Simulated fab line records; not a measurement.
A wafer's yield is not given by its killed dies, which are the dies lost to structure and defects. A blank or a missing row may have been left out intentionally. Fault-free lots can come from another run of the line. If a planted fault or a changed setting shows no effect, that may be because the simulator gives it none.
8D (eight disciplines) problem report, filled in by code | flow nand-harc | the parts of the form that need people (team, actions taken, sign-off) are left out

1. THE PROBLEM
At NHARC_P_GATE_CD_MEAS_26, cd-nm averages 135.2 nm over 3 wafers from 3 lots, while fault-free wafers read 120.1 nm, standard deviation 0.48. That puts it +32 standard deviations away from the usual mean.
The step: target cd 120 nm.
First seen on wafer L988.4, day 8 04:05, on cd-sem-03. The record holds 40 wafers of 14 lots with a number at this step. The rule behind "out" and "out of limits": a value lying over 4 standard deviations away from the usual mean. All remaining wafers that have a number are taken as sound.

2. WHAT IT IS AND WHAT IT IS NOT
question                    | is                     | is not
which readings at this step | cd-nm                  | -
which lots                  | L988, L990, L991       | L975, L976, L979, L980, L981, L982, L983, L984, L987, L997, L998
which wafers of those lots  | L988.4, L990.3, L991.4 | L988.5, L990.1, L990.6, L991.5
read on which gauges        | cd-sem-01, cd-sem-03   | cd-sem-02
when                        | from day 8 04:05       | up to then (28 sound wafers); but 9 sound wafers of L990, L991, L997, L998 came after

3. WHAT RULES OUT EACH SUSPECT
Counting: a tool at a process step up to the reading stays a suspect if it ran every lot that is out. Sound lots after the first of them don't rule it out here, since some wafers of a struck lot are sound.
- the gauge at NHARC_P_GATE_CD_MEAS_26 is ruled out. Those wafers that are out were read across 2 gauges (cd-sem-01, cd-sem-03).
- litho-track-04 at NHARC_P_GATE_PEB_24 (peb time 65 s): kept. It ran every lot that is out, first L988 (day 8 04:00); its last sound lot up to then is L984 (day 7 04:32). On those wafers its own readings are out: heater-power-total-W.
Left after counting: litho-track-04 at NHARC_P_GATE_PEB_24.

4. THE CAUSE (what the simulator had put in)
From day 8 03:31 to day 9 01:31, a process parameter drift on litho-track-04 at NHARC_P_GATE_PEB_24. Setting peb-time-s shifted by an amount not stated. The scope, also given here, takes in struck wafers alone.
The count eliminated every tool but this one.

5. THE EFFECT CHAIN, in route order
Each row: a reading whose mean over the struck wafers that have a number lies more than 3 standard deviations from the usual. Readings are gone through only where the record gives a usual standard deviation; hours: the median, over the lots, of the time from a lot's start at the first step in this table giving one to that lot's start at this step; sigmas: the change measured in usual standard deviations.
hours | step                    | reading              | usual    | on struck wafers | change | sigmas
0     | NHARC_P_GATE_PEB_24     | heater-power-total-W | 156.6 W  | 194.6            | +38.0  | +97
0     | NHARC_P_GATE_CD_MEAS_26 | cd-nm                | 120.1 nm | 135.2            | +15.1  | +32
357   | NHARC_END_SORT_01       | killed-at-periphery  | 3.2      | 32.5             | +29.3  | +13
357   | NHARC_END_SORT_01       | killed-dies          | 30       | 70               | +40    | +4.4
It contains these process steps:
- NHARC_P_GATE_PEB_24: peb time 65 s.

6. HOW IT WOULD HAVE BEEN CAUGHT EARLIER
In this record the first reading out of limits at a measuring or inspecting step was taken at day 8 04:05, 1 hour after the fault began at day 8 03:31.
The tool's own readings at NHARC_P_GATE_PEB_24 were out on every struck wafer that the step has a row for (heater-power-total-W): an alarm limit on them would have fired on the first of those.
Of the lots that are out (3), L990, L991 began NHARC_P_GATE_PEB_24 on litho-track-04 after day 8 04:05. A hold on the tool at that time would have spared those 2.
